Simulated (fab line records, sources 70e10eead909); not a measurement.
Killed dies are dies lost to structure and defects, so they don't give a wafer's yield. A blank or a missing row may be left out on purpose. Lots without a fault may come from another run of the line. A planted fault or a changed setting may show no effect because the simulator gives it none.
Chamber matching | flow nand_harc | NHARC_A_CONTACT_ETCH_91 on rie_diel-09: 4 sister chambers
The step etches the open film in CH3F/O2, target depth 40 nm, time 85.7 s. 4 wafers are shown with their chamber, then 11 later ones without.

WAFERS WITH THEIR CHAMBER
wafer  | chamber | drypump_motor_current_A (A)
L089.3 | 2       | 5.7
L090.1 | 3       | 6.2
L090.4 | 0       | 5.3
L092.1 | 1       | 5.7

WAFERS WITHOUT THEIR CHAMBER
wafer  | drypump_motor_current_A (A)
L092.5 | 5.6
L092.6 | 5.7
L091.2 | 5.6
L091.4 | 5.3
L091.5 | 5.6
L094.1 | 5.6
L094.2 | 6.2
L094.5 | 6.2
L097.1 | 5.7
L097.3 | 5.3
L097.6 | 6.2

WHICH CHAMBER EACH WENT THROUGH
wafer  | from the rows above     | in truth
L092.5 | can't be placed: 1 or 2 | 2
L092.6 | can't be placed: 1 or 2 | 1
L091.2 | can't be placed: 1 or 2 | 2
L091.4 | 0                       | 0
L091.5 | can't be placed: 1 or 2 | 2
L094.1 | can't be placed: 1 or 2 | 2
L094.2 | 3                       | 3
L094.5 | 3                       | 3
L097.1 | can't be placed: 1 or 2 | 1
L097.3 | 0                       | 0
L097.6 | 3                       | 3
Placed correctly: 5 of 11. Can't be placed from these rows: 6 (the true chamber is among the candidates in 6). Placed wrongly: 0.
How it was worked out, from the rows above alone: a wafer's distance from a chamber is the root of the sum, over the readings, of the square of ((its reading less the chamber's mean) divided by the reading's scatter). The wafer belongs to the nearest chamber; if the next one is less than 2 further off, it can't be placed. A chamber's mean is the mean of its shown wafers. The scatter: with one shown wafer a chamber, the root of the mean of the squares of how far each hidden wafer lies from its nearest shown one.
